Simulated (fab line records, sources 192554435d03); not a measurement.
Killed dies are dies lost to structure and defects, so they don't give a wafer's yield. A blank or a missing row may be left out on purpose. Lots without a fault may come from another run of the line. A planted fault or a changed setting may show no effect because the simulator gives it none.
Split-lot experiment | flow n5_finfet | 7 lots, 39 wafers read, on a route of 1938 steps

THE SPLIT
At N5_DUMMY_GATE_ETCH_42 (etches SiO2 in CHF3/O2, target depth 3.5 nm, time 31 s), the setting bias_w was moved away from the recipe's 12 W on 12 of the 39 wafers read, by -14.7% to +15.2%. The other wafers ran this setting at the recipe's value.

The reading is taken at the split's own step.

THE READING
rf_vpp_V, in V, at N5_DUMMY_GATE_ETCH_42 (etches SiO2 in CHF3/O2, target depth 3.5 nm, time 31 s). Fault-free wafers of this fab line usually give 42.4 V, standard deviation 0.92 V.

wafer  | tool, chamber at the split | bias_w as run, W | against the recipe | rf_vpp_V, V | against lot-mates on the recipe
L075.3 | rie_diel-06, 2             | 12               | recipe             | 42.7        | -
L075.5 | rie_diel-06, 3             | 12               | recipe             | 40.0        | -
L075.6 | rie_diel-06, 0             | 12               | recipe             | 42.0        | -
L076.1 | rie_diel-06, 0             | 10.29            | -14.3%             | 38.9        | -3.5
L076.2 | rie_diel-06, 3             | 10.29            | -14.3%             | 37.7        | -4.7
L076.3 | rie_diel-06, 2             | 12               | recipe             | 42.1        | -
L076.4 | rie_diel-06, 1             | 10.29            | -14.3%             | 36.5        | -5.9
L076.5 | rie_diel-06, 3             | 12               | recipe             | 41.9        | -
L076.6 | rie_diel-06, 0             | 12               | recipe             | 43.1        | -
L088.1 | rie_diel-01, 3             | 13.82            | +15.2%             | 46.9        | +4.9
L088.2 | rie_diel-01, 1             | 13.82            | +15.2%             | 47.8        | +5.8
L088.3 | rie_diel-01, 2             | 13.82            | +15.2%             | 48.3        | +6.3
L088.4 | rie_diel-01, 3             | 12               | recipe             | 41.2        | -
L088.5 | rie_diel-01, 1             | 12               | recipe             | 42.8        | -
L088.6 | rie_diel-01, 2             | 12               | recipe             | 42.0        | -
L091.1 | rie_diel-01, 1             | 10.23            | -14.7%             | 37.1        | -4.5
L091.2 | rie_diel-01, 2             | 12               | recipe             | 42.0        | -
L091.3 | rie_diel-01, 3             | 10.23            | -14.7%             | 37.8        | -3.8
L091.4 | rie_diel-01, 0             | 12               | recipe             | 40.5        | -
L091.5 | rie_diel-01, 0             | 12               | recipe             | 42.3        | -
L091.6 | rie_diel-01, 3             | 10.23            | -14.7%             | 36.8        | -4.8
L093.1 | rie_diel-03, 0             | 12               | recipe             | 44.0        | -
L093.2 | rie_diel-03, 3             | 12               | recipe             | 43.6        | -
L093.3 | rie_diel-03, 2             | 10.7             | -10.8%             | 40.9        | -2.9
L093.4 | rie_diel-03, 1             | 12               | recipe             | 43.8        | -
L093.5 | rie_diel-03, 1             | 10.7             | -10.8%             | 37.3        | -6.5
L093.6 | rie_diel-03, 0             | 10.7             | -10.8%             | 39.9        | -3.9
L094.1 | rie_diel-01, 2             | 12               | recipe             | 42.7        | -
L094.2 | rie_diel-01, 1             | 12               | recipe             | 42.4        | -
L094.3 | rie_diel-01, 3             | 12               | recipe             | 42.7        | -
L094.4 | rie_diel-01, 0             | 12               | recipe             | 42.7        | -
L094.5 | rie_diel-01, 1             | 12               | recipe             | 43.3        | -
L094.6 | rie_diel-01, 2             | 12               | recipe             | 42.2        | -
L095.1 | rie_diel-01, 3             | 12               | recipe             | 42.6        | -
L095.2 | rie_diel-01, 2             | 12               | recipe             | 42.7        | -
L095.3 | rie_diel-01, 0             | 12               | recipe             | 41.9        | -
L095.4 | rie_diel-01, 1             | 12               | recipe             | 42.3        | -
L095.5 | rie_diel-01, 2             | 12               | recipe             | 41.7        | -
L095.6 | rie_diel-01, 1             | 12               | recipe             | 41.9        | -

THE FIT
A straight line over all 39 wafers: rf_vpp_V changes by +0.333 V for each +1% of bias_w; r = +0.94; the points scatter about the line by 0.95 V.
The same after taking each lot's own level away (the mean of its wafers on the recipe; 39 wafers): +0.347 V for each +1%; r = +0.96; scatter 0.81 V.
On that fit, the largest move of bias_w shifts the reading by 5.3 V.
The lots' own levels span 41.57 to 43.80 V, that is 2.4 times the standard deviation above.
So the lot-to-lot level changes the slope little: the two slopes agree.
Check: with one of the wafers moved furthest among these (+15.2%) left out of the fit, the line predicts +5.4 V for it against its lot-mates. It came out at +4.9 V against them.
Tool readings at the split's step, against how far the setting was moved: rf_vpp_V r = +0.94.

OTHER SPLITS ON THESE WAFERS
These wafers also went through other splits before the reading. Each is held against what the fit with the lots' levels taken away leaves over:
other split on the same wafers    | wafers away from the commonest value | r with rf_vpp_V (lot level and that fit taken away)
N5_WELL_APT_IMPLANT_14 energy_kev | 9                                    | +0.24
N5_DUMMY_GATE_ETCH_37 source_w    | 15                                   | +0.08

THE FILE'S OWN FIT
rf_vpp_V changes by +0.344 V for each +1% of bias_w, r = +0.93.
